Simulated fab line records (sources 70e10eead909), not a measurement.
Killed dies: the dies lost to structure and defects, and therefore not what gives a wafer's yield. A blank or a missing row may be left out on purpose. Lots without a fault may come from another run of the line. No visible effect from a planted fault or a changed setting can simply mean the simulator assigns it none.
Which tool is to blame? -- flow nand harc -- 14 lots with 42 wafers sampled at 4 steps, on a route of 1302 steps

== WHAT EACH GAUGE READ, for each wafer ==
NHARC_P_ZERO_WELL_CD_MEAS_37: the cd target is 720 nm.
lot,measured,on,cd nm (nm)
L911,day 1 08:19,cd sem-03,720.0 718.5 718.6
L912,day 1 10:14,cd sem-01,721.0 721.8 722.3
L913,day 1 20:08,cd sem-02,718.4 718.6 720.0
L915,day 2 16:01,cd sem-01,721.0 719.6 722.1
L921,day 5 04:13,cd sem-01,641.0 638.8 640.6
L923,day 6 00:14,cd sem-01,638.4 639.3 640.9
L924,day 6 10:31,cd sem-03,721.5 721.7 722.3
L925,day 6 19:59,cd sem-01,721.7 723.2 722.6
L926,day 7 05:50,cd sem-03,718.1 719.4 721.7
L927,day 7 16:06,cd sem-03,719.8 720.1 720.2
L930,day 8 22:07,cd sem-03,719.8 720.3 721.2
L931,day 9 07:50,cd sem-01,720.8 719.5 720.8
L932,day 9 19:03,cd sem-01,720.4 721.4 723.4
L933,day 10 03:50,cd sem-03,719.1 718.5 721.0

== EACH LOT AND THE TOOL THAT RAN IT (in order: tool; ch and the chambers of the sampled wafers; start) ==
lot,NHARC_P_ZERO_WELL_ETCH_65,NHARC_P_ZERO_WELL_DESCUM_26,NHARC_P_ZERO_WELL_EXPOSE_34
L911,"rie diel-04 ch 0,1, day 1 05:38","rie diel-04 ch 0,1,3, day 1 06:57","krf scanner-02 ch 0, day 1 08:09"
L912,"rie diel-04 ch 0,1,3, day 1 07:26","rie diel-05 ch 0,2,3, day 1 08:44","krf scanner-03 ch 0, day 1 10:04"
L913,"rie diel-03 ch 0,2,3, day 1 17:30","rie diel-03 ch 1,2,3, day 1 18:48","krf scanner-03 ch 0, day 1 19:59"
L915,"rie diel-04 ch 0,3, day 2 13:22","rie diel-03 ch 1,2,3, day 2 14:31","krf scanner-04 ch 0, day 2 15:51"
L921,"rie diel-03 ch 0,1,3, day 5 01:28","rie diel-05 ch 0,1,3, day 5 02:44","krf scanner-04 ch 0, day 5 04:03"
L923,"rie diel-03 ch 0,1, day 5 21:29","rie diel-04 ch 0,3, day 5 22:44","krf scanner-04 ch 0, day 6 00:05"
L924,"rie diel-04 ch 0,3, day 6 07:47","rie diel-05 ch 0,2, day 6 09:03","krf scanner-02 ch 0, day 6 10:22"
L925,"rie diel-05 ch 0,1, day 6 17:22","rie diel-04 ch 1,2,3, day 6 18:38","krf scanner-02 ch 0, day 6 19:50"
L926,"rie diel-03 ch 2,3, day 7 03:22","rie diel-05 ch 0,1,3, day 7 04:31","krf scanner-02 ch 0, day 7 05:41"
L927,"rie diel-03 ch 2,3, day 7 13:37","rie diel-03 ch 0,3, day 7 14:44","krf scanner-02 ch 0, day 7 15:56"
L930,"rie diel-05 ch 0,3, day 8 19:29","rie diel-05 ch 0,1, day 8 20:38","krf scanner-02 ch 0, day 8 21:57"
L931,"rie diel-04 ch 0,1,3, day 9 05:22","rie diel-03 ch 0,1,2, day 9 06:30","krf scanner-02 ch 0, day 9 07:41"
L932,"rie diel-03 ch 1,3, day 9 16:24","rie diel-04 ch 0,3, day 9 17:41","krf scanner-02 ch 0, day 9 18:54"
L933,"rie diel-03 ch 0,2,3, day 10 01:22","rie diel-03 ch 0,1,2, day 10 02:29","krf scanner-02 ch 0, day 10 03:41"
- NHARC_P_ZERO_WELL_ETCH_65: etches the open film in N2/H2, target depth 80 nm, overetch 24 nm, time 87.88 s.
- NHARC_P_ZERO_WELL_DESCUM_26: chemistry O2, time 3 s.
- NHARC_P_ZERO_WELL_EXPOSE_34: exposes mask P PWELL, target cd 720 nm.

== AS READ BY THE TOOLS THEMSELVES (means over the sampled wafers that have a number; for cases with no such wafer, the mark the record gives instead) ==
NHARC_P_ZERO_WELL_ETCH_65.
lot,tool,drypump motor current A (A),oes product au (a.u.),rf fwd power W (W),rf vpp V (V),showerhead plenum p Torr (Torr),throttle valve pct (%)
L911,rie diel-04,5.9,0.999,395.9,428.0,1.96,14.165
L912,rie diel-04,6.0,0.999,397.1,428.3,1.97,14.173
L913,rie diel-03,5.4,1.002,397.0,430.4,2.04,14.178
L915,rie diel-04,6.0,1.000,396.7,427.4,1.92,14.173
L921,rie diel-03,5.7,1.005,397.5,427.6,1.95,14.184
L923,rie diel-03,5.7,0.995,396.6,428.9,1.97,14.173
L924,rie diel-04,6.0,1.002,395.6,426.7,1.90,14.173
L925,rie diel-05,5.9,1.003,397.5,428.5,1.98,14.175
L926,rie diel-03,5.4,1.007,396.6,432.7,2.10,14.175
L927,rie diel-03,5.7,1.004,396.4,429.8,2.00,14.177
L930,rie diel-05,5.6,1.003,396.4,431.9,2.10,14.173
L931,rie diel-04,6.0,0.999,397.2,428.2,1.95,14.172
L932,rie diel-03,6.0,1.008,397.9,427.1,1.92,14.180
L933,rie diel-03,5.4,0.997,396.8,429.8,2.02,14.172

NHARC_P_ZERO_WELL_DESCUM_26.
lot,tool,drypump motor current A (A),oes product au (a.u.),rf vpp V (V),showerhead plenum p Torr (Torr),throttle valve pct (%)
L911,rie diel-04,6.0,0.999,57.4,1.85,11.310
L912,rie diel-05,5.9,0.999,57.3,1.80,11.306
L913,rie diel-03,5.7,1.003,57.6,1.90,11.320
L915,rie diel-03,5.7,0.999,57.8,1.90,11.317
L921,rie diel-05,5.6,1.009,58.2,1.95,11.317
L923,rie diel-04,6.0,0.996,57.8,1.79,11.309
L924,rie diel-05,6.2,1.004,56.4,1.80,11.317
L925,rie diel-04,5.9,1.002,58.5,1.85,11.320
L926,rie diel-05,5.6,1.004,57.8,1.95,11.318
L927,rie diel-03,5.5,1.004,57.3,1.84,11.315
L930,rie diel-05,5.7,0.999,57.8,1.91,11.316
L931,rie diel-03,5.4,1.005,57.8,1.92,11.314
L932,rie diel-04,6.0,1.006,57.0,1.79,11.294
L933,rie diel-03,5.4,0.993,58.3,1.92,11.307

NHARC_P_ZERO_WELL_EXPOSE_34.
lot,tool,exposure dose mJ cm2,focus offset nm (nm)
L911,krf scanner-02,22.321,1.0
L912,krf scanner-03,22.312,-0.5
L913,krf scanner-03,22.306,0.0
L915,krf scanner-04,22.327,-0.0
L921,krf scanner-04,14.015,0.3
L923,krf scanner-04,14.039,-0.3
L924,krf scanner-02,22.342,-0.4
L925,krf scanner-02,22.292,0.5
L926,krf scanner-02,22.322,-0.0
L927,krf scanner-02,22.320,0.0
L930,krf scanner-02,22.304,0.1
L931,krf scanner-02,22.299,-0.6
L932,krf scanner-02,22.320,0.0
L933,krf scanner-02,22.310,0.2

== THE ANSWER, worked out from the rows above alone ==
Rule: the lots themselves supply what counts as usual. Put in order of their means at a reading, lots are off if they are a third of the lots or fewer, leave a main group of 4 or more, and stand apart from it by a gap of 3 or more times the standard deviation of the main group's means; of several such gaps the widest counts. A main group is skipped when, at the precision printed for the reading in the tables above, its means are all equal. Also off: a lot with no number at a reading for which 4 or more lots have one. Any other lot the step has rows for is counted as sound. First the gauges in route order, then the tools' own readings, where a lot's mean is used as printed above. The first step at which some lot is off is used, and at that step the reading that is off furthest; a lot without a number counts as furthest.
Off at NHARC_P_ZERO_WELL_CD_MEAS_37 (cd nm): L921, L923. The main group has a mean of 720.6 nm with a standard deviation of 1.1.
If a tool, at a process step before that reading, ran all the lots that are off and no sound lot after the first of them, it fits. The gauges at NHARC_P_ZERO_WELL_CD_MEAS_37 aren't tried: what is off there is off at NHARC_P_ZERO_WELL_EXPOSE_34 too, on other tools, and a gauge's error can't cause that. One fits: NHARC_P_ZERO_WELL_EXPOSE_34 on krf scanner-04. A fault onset in the window from L915 (day 2 15:51, its last sound lot) to L921 (day 5 04:03, its first lot off) fits.
On the lots that are off, the tool's own readings at NHARC_P_ZERO_WELL_EXPOSE_34 differ by more than 5 times the standard deviation of the sound lots' means, which bears it out; exposure dose mJ cm2 reads 14.027 there versus 22.315 on the sound lots.

== WHAT HAD BEEN PUT IN BY THE SIMULATOR ==
Process parameters drifting: krf scanner-04 at NHARC_P_ZERO_WELL_EXPOSE_34, beginning at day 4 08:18. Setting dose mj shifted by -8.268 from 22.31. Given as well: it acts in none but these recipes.
Shown lots that were struck: L921, L923. Same finding as the rule above.
